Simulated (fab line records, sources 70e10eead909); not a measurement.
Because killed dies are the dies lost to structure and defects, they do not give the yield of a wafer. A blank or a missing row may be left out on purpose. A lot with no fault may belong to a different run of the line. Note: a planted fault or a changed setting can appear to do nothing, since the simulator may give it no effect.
Which of the tools did it? + flow nand-harc + 36 wafers sampled from 12 lots at 1 step of a route of 1302

## WHAT THE GAUGES SHOWED, per wafer
NHARC_P_ZERO_WELL_CD_MEAS_11 targets a cd of 500 nm.
| lot  | measured     | on        | cd-nm (nm)        |
|------|--------------|-----------|-------------------|
| L075 | day 2 07:07  | cd-sem-01 | 497.0 500.8 495.4 |
| L077 | day 3 03:46  | cd-sem-03 | 498.6 500.0 501.2 |
| L079 | day 3 23:07  | cd-sem-02 | 505.7 506.4 499.6 |
| L081 | day 4 19:07  | cd-sem-01 | 501.5 498.6 501.4 |
| L083 | day 5 15:14  | cd-sem-03 | 500.5 499.6 502.1 |
| L085 | day 6 11:16  | cd-sem-03 | 496.6 499.4 497.5 |
| L087 | day 7 07:14  | cd-sem-01 | 502.9 502.2 496.4 |
| L089 | day 8 03:08  | cd-sem-02 | 494.7 503.1 499.1 |
| L091 | day 8 23:07  | cd-sem-03 | 501.7 499.0 497.4 |
| L093 | day 9 19:14  | cd-sem-03 | 504.4 502.7 503.1 |
| L095 | day 10 15:14 | cd-sem-03 | 499.7 499.9 501.2 |
| L097 | day 11 11:07 | cd-sem-02 | 498.8 499.9 499.6 |

## TOOL THAT RAN EACH LOT (tool first, then ch and the chambers of the sampled wafers, then the start)
There is no process step in the record ahead of these readings.

## THE ANSWER, worked out from the rows above alone
Rule: the lots themselves supply what counts as usual. Put in order of their means at a reading, lots are off if they are a third of the lots or fewer, leave a main group of 4 or more, and stand apart from it by a gap of 3 or more times the standard deviation of the main group's means; of several such gaps the widest counts. Not used: any main group whose means are identical at the precision the tables above print for the reading. Also off: a lot with no number at a reading for which 4 or more lots have one. Any other lot the step has rows for is counted as sound.
Across all readings shown, no lot is off: no conclusion can be drawn from this.

## WHAT THE SIMULATOR HAD PUT IN
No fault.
